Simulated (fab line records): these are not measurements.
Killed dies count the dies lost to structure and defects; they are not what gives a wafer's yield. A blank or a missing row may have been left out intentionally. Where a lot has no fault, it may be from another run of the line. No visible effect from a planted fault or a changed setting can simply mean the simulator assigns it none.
Matching of chambers | flow nand-harc | 3 sister chambers for NHARC_A_STAIRCASE_DEP_301 on pecvd-03
The step deposits SiON, target thk 30 nm. 22 wafers are shown with their chamber, then 11 later ones without.

EACH WAFER AND ITS CHAMBER
wafer  | chamber | heater-power-w (W)
L074.2 | 2       | 659
L074.3 | 1       | 835
L074.5 | 0       | 766
L074.1 | 0       | 738
L074.4 | 2       | 671
L074.6 | 1       | 826
L075.2 | 2       | 782
L075.3 | 1       | 805
L075.4 | 2       | 619
L075.1 | 0       | 699
L075.5 | 1       | 803
L075.6 | 0       | 712
L084.4 | 0       | 798
L084.5 | 2       | 749
L084.6 | 1       | 882
L086.1 | 2       | 733
L086.2 | 0       | 873
L086.4 | 0       | 852
L086.3 | 1       | 744
L086.5 | 2       | 731
L086.6 | 1       | 763
L089.3 | 2       | 715

SIGNATURES (means of the wafers above)
reading        | chamber 0 | chamber 1 | chamber 2 | scatter within a chamber
heater-power-w | 776.86    | 808.29    | 707.38    | 56.2
Rule: a wafer's distance from a chamber is the root of the sum, over the readings, of the square of ((its reading less the chamber's mean) divided by the reading's scatter). If the next closest chamber is less than 2 further off than the closest, the wafer can't be placed; otherwise it belongs to the closest. The scatter: the root of (the sum of the squares of (reading less its chamber's mean) over the shown wafers, divided by (wafers less chambers)).

WAFERS WITHOUT THEIR CHAMBER
wafer  | heater-power-w (W)
L089.4 | 849
L089.5 | 727
L093.1 | 840
L093.4 | 845
L093.6 | 861
L096.2 | 740
L096.5 | 754
L096.6 | 739
L096.1 | 710
L096.3 | 754
L096.4 | 728

EACH ONE'S CHAMBER
wafer  | from the rows above          | in truth
L089.4 | can't be placed: 1 or 0 or 2 | 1
L089.5 | can't be placed: 2 or 0 or 1 | 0
L093.1 | can't be placed: 1 or 0 or 2 | 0
L093.4 | can't be placed: 1 or 0 or 2 | 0
L093.6 | can't be placed: 1 or 0 or 2 | 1
L096.2 | can't be placed: 2 or 0 or 1 | 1
L096.5 | can't be placed: 0 or 2 or 1 | 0
L096.6 | can't be placed: 2 or 0 or 1 | 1
L096.1 | can't be placed: 2 or 0 or 1 | 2
L096.3 | can't be placed: 0 or 2 or 1 | 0
L096.4 | can't be placed: 2 or 0 or 1 | 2
0 of 11 placed correctly. Cannot be placed on the basis of these rows: 11; the candidates contain the true chamber in 11. Wrongly placed: 0.
